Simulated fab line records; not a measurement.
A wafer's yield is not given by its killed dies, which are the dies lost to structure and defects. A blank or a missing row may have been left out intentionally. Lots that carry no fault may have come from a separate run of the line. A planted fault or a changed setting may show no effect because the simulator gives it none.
Chamber matching | flow n5_finfet | ald_sin-03 running N5_ILD0_LINER_00: 4 sister chambers
The step material SiNx, target thk 4 nm, pulse time 1 s, purge time 2 s. 8 wafers are shown with their chamber, then 11 later ones without.

WAFERS WITH THEIR CHAMBER
wafer  | chamber | heater_power_w (W) | precursor_pulse_height_rel
L085.1 | 2       | 891                | 1.064
L085.4 | 3       | 860                | 0.974
L089.1 | 2       | 891                | 1.029
L089.3 | 0       | 931                | 0.983
L089.4 | 3       | 851                | 0.980
L089.5 | 1       | 698                | 0.964
L089.6 | 0       | 935                | 1.015
L094.2 | 1       | 701                | 1.016

WAFERS WITHOUT THEIR CHAMBER
wafer  | heater_power_w (W) | precursor_pulse_height_rel
L094.3 | 891                | 1.021
L094.5 | 895                | 1.001
L095.4 | 933                | 1.008
L095.5 | 885                | 1.014
L095.6 | 726                | 0.982
L096.4 | 947                | 0.994
L096.5 | 712                | 1.010
L096.6 | 894                | 1.027
L097.1 | 696                | 1.010
L097.4 | 867                | 1.023
L097.5 | 957                | 1.009

WHICH CHAMBER EACH WENT THROUGH
wafer  | from the rows above | in truth
L094.3 | 2                   | 2
L094.5 | 2                   | 2
L095.4 | 0                   | 0
L095.5 | 2                   | 2
L095.6 | 1                   | 1
L096.4 | 0                   | 0
L096.5 | 1                   | 1
L096.6 | 2                   | 2
L097.1 | 1                   | 1
L097.4 | 3                   | 3
L097.5 | 0                   | 0
Placed correctly: 11 of 11. Can't be placed from these rows: 0. Number placed wrongly: 0.
How it was worked out, from the rows above alone: a wafer's distance from a chamber is the root of the sum, over the readings, of the square of ((its reading less the chamber's mean) divided by the reading's scatter). If the next closest chamber is less than 2 further off than the closest, the wafer can't be placed; otherwise it belongs to the closest. For every chamber, the mean is computed from those of its wafers that are shown. The scatter: take each reading less its chamber's mean, square it, sum over the shown wafers, divide by the number of wafers less the number of chambers, and take the root.
